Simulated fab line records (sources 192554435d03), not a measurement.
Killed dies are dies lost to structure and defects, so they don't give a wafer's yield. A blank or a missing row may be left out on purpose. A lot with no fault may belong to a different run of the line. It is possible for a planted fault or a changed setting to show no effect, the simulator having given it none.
Struck lot and sound lot, side by side :: flow n5_finfet :: 14 out of 1938 route steps
Sound: these wafers, L436.1, L436.2, L436.3. Struck: wafers L442.3, L442.4, L442.5. Last of all comes the cause.
For every step that has rows: the tool of each side, followed by ch and its chambers, followed by its first start. Under that, the readings that differ: sound wafers :: struck wafers :: difference of the means :: sigmas: that difference in standard deviations of wafers without a fault.
alike: a reading whose means differ by less than 2 such deviations, as well as words and numbers matching on both sides. not compared: withheld readings; readings where some wafer has no value; bounds like >300 that might hide an equal value; numbers whose values overlap and for which the record gives no deviation.
The two part at a step that has a row with sigmas, a row that says differs or no value, or rows on one side only. Numbers that don't overlap but have no deviation are shown without sigmas and don't part them. A reading that every wafer of one side lacks parts them only if that side has two wafers or more.

N5_BEOL_M15_SPUTTER_45: material Cu, target thk 100 nm, time 16.67 s.
  struck on pvd_sputter-02, day 17 01:05; sound on pvd_sputter-01, day 14 20:53
  alike: chamber_pressure_pa, susceptor_temp_C, throttle_valve_pct
then, 1 step without rows for these wafers: N5_BEOL_M15_ECD_47 (material Cu, target thk 1860 nm).
N5_BEOL_M15_ANNEAL_48: time 90 s.
  sound on rtp_anneal-01 ch 0, day 14 21:14; struck on rtp_anneal-01 ch 0, day 17 02:08
  alike: anneal_temp_c, wafer_temp_C_max
N5_BEOL_M15_CMP_49: polishes, stops on SiO2, t overpolish 4.9 s, target thk 850 nm.
  sound on cmp-04 ch 1,2,3, day 14 21:32; struck on cmp-04 ch 0,1,2, day 17 02:23
  alike: barrier_field_endpoint_s, motor_current_A, overpolish_run_s, platen_rpm, slurry_flow_ml_min
  not compared: pad_life_wafers
N5_BEOL_M15_THK_MEAS_50: measures by xrf.
  struck on film_metro-01, day 17 02:38; sound on film_metro-02, day 14 21:50
  alike: M15_THK
then, 1 step without rows for these wafers: N5_BEOL_M15_PRE_CLEAN_52 (time 15 s).
N5_BEOL_M15_DEP_53: deposits SiCN from 3MS/NH3, target thk 50 nm, time 17.8 s.
  sound on pecvd-01 ch 0,1,2, day 14 21:53; struck on pecvd-01 ch 1,2, day 17 02:42
  alike: showerhead_plenum_p_Torr, showerhead_vpp_V, throttle_valve_pct
N5_BEOL_M15_RS_MEAS_54: measurement is done with a four-point probe.
  struck on film_metro-01, day 17 02:46; sound on film_metro-01, day 14 21:58
  alike: M15_RS
N5_BEOL_M15_INSPECT_55: inspects for defects (darkfield).
  struck on defect_inspect-01, day 17 02:47; sound on defect_inspect-02, day 14 21:59
  alike: raw_defect_count
N5_BEOL_M15_RC_MEAS_101:
  sound on prober-01 ch 0, day 14 22:01; struck on prober-01 ch 0, day 17 03:07
reading: SERP_M6 (ohm/um)
sound: 13.6 13.9 13.1
struck: 14.7 14.9 14.7
difference: +1.2
sigmas: +3
  alike: COMB_M10, COMB_M11, COMB_M12, COMB_M13, COMB_M14, COMB_M15, COMB_M5, COMB_M6, COMB_M7, COMB_M8, COMB_M9, SERP_M10, SERP_M11, SERP_M12, SERP_M13, SERP_M14, SERP_M14_max_site, SERP_M5, SERP_M7, SERP_M8, SERP_M9
N5_PASSIVATION_PECVD_00: deposits SiO2 from SiH4/N2O, target thk 200 nm, time 11.2 s.
  sound on pecvd-04 ch 0,1,2, day 14 22:58; struck on pecvd-04 ch 0,1,2, day 17 03:47
  alike: heater_power_w, showerhead_plenum_p_Torr, showerhead_vpp_V, susceptor_temp_C, throttle_valve_pct
then, 1 step without rows for these wafers: N5_MIM_BOT_DEGAS_01 (time 60 s).
N5_MIM_BOT_SPUTTER_00: material TiN, target thk 35 nm, time 89.7 s.
  struck on pvd_sputter-02, day 17 04:55; sound on pvd_sputter-03, day 15 00:04
reading: chamber_pressure_pa (Pa)
sound: 0.5027 0.4996 0.4996
struck: 0.5425 0.5424 0.5450
difference: +0.0427
sigmas: +45

reading: throttle_valve_pct (%)
sound: 31.4 30.6 31.7
struck: 28.3 29.8 28.3
difference: -2.4
sigmas: -3
  alike: susceptor_temp_C
  not compared: model.TiN_of_MIM_BOT_SPUTTER_00.thk_nm
then, 1 step without rows for these wafers: N5_MIM_TOP_ALD_00 (deposits Al2O3, purge time 3 s, co reactant pulse time 3 s).

WHERE THEY PART
At N5_BEOL_M15_RC_MEAS_101 first; at N5_MIM_BOT_SPUTTER_00 last (within this record only).

WHY: the cause the simulator had injected
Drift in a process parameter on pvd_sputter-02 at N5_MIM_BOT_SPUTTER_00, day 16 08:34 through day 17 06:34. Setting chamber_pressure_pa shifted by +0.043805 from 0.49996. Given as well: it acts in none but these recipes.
